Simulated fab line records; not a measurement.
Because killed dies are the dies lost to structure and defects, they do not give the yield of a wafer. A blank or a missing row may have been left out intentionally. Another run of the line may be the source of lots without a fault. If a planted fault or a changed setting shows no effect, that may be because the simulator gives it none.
Matching of chambers    flow nand_harc    NHARC_A_SGD_CUT_ETCH_58 on rie_diel-10: 4 sister chambers
The step etches the open film in CF4, target depth 39 nm, time 65 s. 16 wafers are shown with their chamber, then 8 later ones without.

WAFERS, EACH WITH ITS CHAMBER
wafer   chamber  showerhead_plenum_p_Torr (Torr)  oes_product_au (a.u.)  throttle_valve_pct (%)
L076.1  3        1.81                             0.967                  13.293
L076.2  2        1.74                             1.000                  13.272
L076.4  0        1.66                             0.980                  13.279
L078.1  3        1.81                             0.977                  13.288
L078.3  1        1.71                             0.988                  13.286
L078.5  3        1.81                             0.981                  13.288
L081.2  0        1.66                             0.989                  13.277
L081.3  1        1.71                             0.995                  13.278
L081.6  3        1.81                             0.969                  13.284
L084.2  1        1.71                             1.001                  13.281
L084.4  0        1.66                             0.992                  13.270
L084.6  3        1.80                             0.981                  13.292
L089.3  3        1.80                             0.969                  13.290
L089.5  3        1.80                             0.976                  13.296
L089.6  0        1.66                             0.979                  13.281
L094.1  2        1.74                             1.002                  13.276

SIGNATURES, as means of the wafers listed above
reading                   chamber 0  chamber 1  chamber 2  chamber 3  scatter within a chamber
showerhead_plenum_p_Torr  1.6600     1.7100     1.7400     1.8057     0.00378
oes_product_au            0.98500    0.99467    1.00100    0.97429    0.00593
throttle_valve_pct        13.27675   13.28167   13.27400   13.29014   0.00411
Rule: a wafer lies at a distance from a chamber equal to the root of the sum of squares, over the readings, of (its reading less the chamber's mean, divided by the reading's scatter). The wafer belongs to the nearest chamber; if the next one is less than 2 further off, it can't be placed. How the scatter is found: for the shown wafers, subtract from each reading the mean of its chamber, square and add these, divide the total by (wafers less chambers), then take the root.

WAFERS MISSING THEIR CHAMBER
wafer   showerhead_plenum_p_Torr (Torr)  oes_product_au (a.u.)  throttle_valve_pct (%)
L094.2  1.66                             0.973                  13.272
L094.6  1.66                             0.975                  13.309
L096.2  1.80                             0.968                  13.292
L096.3  1.66                             0.979                  13.295
L096.5  1.66                             0.976                  13.272
L097.3  1.66                             0.980                  13.287
L097.4  1.74                             1.008                  13.281
L097.6  1.80                             0.979                  13.285

THE CHAMBER EACH PASSED THROUGH
wafer   from the rows above  in truth
L094.2  0                    0
L094.6  0                    0
L096.2  3                    3
L096.3  0                    0
L096.5  0                    0
L097.3  0                    0
L097.4  2                    2
L097.6  3                    3
Correct placement for 8 of the 8. From these rows, 0 cannot be placed. Wrongly placed: 0.
